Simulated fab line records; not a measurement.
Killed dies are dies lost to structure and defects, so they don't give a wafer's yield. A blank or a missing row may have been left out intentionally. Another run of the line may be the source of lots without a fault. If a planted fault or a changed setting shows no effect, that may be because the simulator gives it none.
Matching of chambers | flow n5_finfet | N5_GATE_CUT_ETCH_19 on rie_diel-02: 4 sister chambers
The step etches SiNx in CH3F/O2, target depth 53.7 nm, time 76.7 s. 16 wafers are shown with their chamber, then 8 later ones without.

## WAFERS PAIRED WITH THEIR CHAMBERS
wafer  | chamber | drypump_motor_current_A (A) | throttle_valve_pct (%) | showerhead_plenum_p_Torr (Torr)
L075.1 | 0       | 5.9                         | 16.90                  | 1.91
L075.2 | 1       | 5.2                         | 16.03                  | 1.93
L075.6 | 3       | 6.4                         | 16.35                  | 1.98
L078.1 | 0       | 5.9                         | 16.90                  | 1.91
L078.3 | 2       | 5.7                         | 16.38                  | 2.06
L078.6 | 3       | 6.4                         | 16.39                  | 1.98
L089.3 | 0       | 5.9                         | 16.95                  | 1.90
L089.4 | 1       | 5.1                         | 16.08                  | 1.92
L089.6 | 1       | 5.2                         | 16.07                  | 1.92
L090.2 | 3       | 6.4                         | 16.42                  | 1.97
L090.4 | 2       | 5.8                         | 16.42                  | 2.05
L090.6 | 1       | 5.2                         | 16.08                  | 1.92
L091.1 | 3       | 6.4                         | 16.44                  | 1.97
L091.3 | 2       | 5.8                         | 16.41                  | 2.05
L091.6 | 1       | 5.2                         | 16.07                  | 1.92
L092.2 | 3       | 6.4                         | 16.44                  | 1.97

SIGNATURES (averages over the wafers above)
reading                  | chamber 0 | chamber 1 | chamber 2 | chamber 3 | scatter within a chamber
drypump_motor_current_A  | 5.900     | 5.180     | 5.767     | 6.400     | 0.035
throttle_valve_pct       | 16.9167   | 16.0660   | 16.4033   | 16.4080   | 0.0291
showerhead_plenum_p_Torr | 1.9067    | 1.9220    | 2.0533    | 1.9740    | 0.00527
Rule: distance of a wafer from a chamber = root of the sum over the readings of ((wafer's reading minus chamber's mean) / reading's scatter) squared. The wafer belongs to the nearest chamber; if the next one is less than 2 further off, it can't be placed. How the scatter is found: for the shown wafers, subtract from each reading the mean of its chamber, square and add these, divide the total by (wafers less chambers), then take the root.

## WAFERS WITH NO CHAMBER GIVEN
wafer  | drypump_motor_current_A (A) | throttle_valve_pct (%) | showerhead_plenum_p_Torr (Torr)
L092.4 | 5.2                         | 16.09                  | 1.92
L092.6 | 5.9                         | 16.97                  | 1.90
L093.1 | 6.4                         | 16.44                  | 1.97
L093.2 | 5.2                         | 16.09                  | 1.92
L093.5 | 5.2                         | 16.08                  | 1.92
L096.1 | 5.9                         | 16.97                  | 1.90
L096.2 | 6.4                         | 16.44                  | 1.97
L096.3 | 5.8                         | 16.43                  | 2.05

## WHICH CHAMBER EACH WENT THROUGH
wafer  | from the rows above | in truth
L092.4 | 1                   | 1
L092.6 | 0                   | 0
L093.1 | 3                   | 3
L093.2 | 1                   | 1
L093.5 | 1                   | 1
L096.1 | 0                   | 0
L096.2 | 3                   | 3
L096.3 | 2                   | 2
Correctly placed: 8 of 8. Not placeable from these rows: 0. Number placed wrongly: 0.
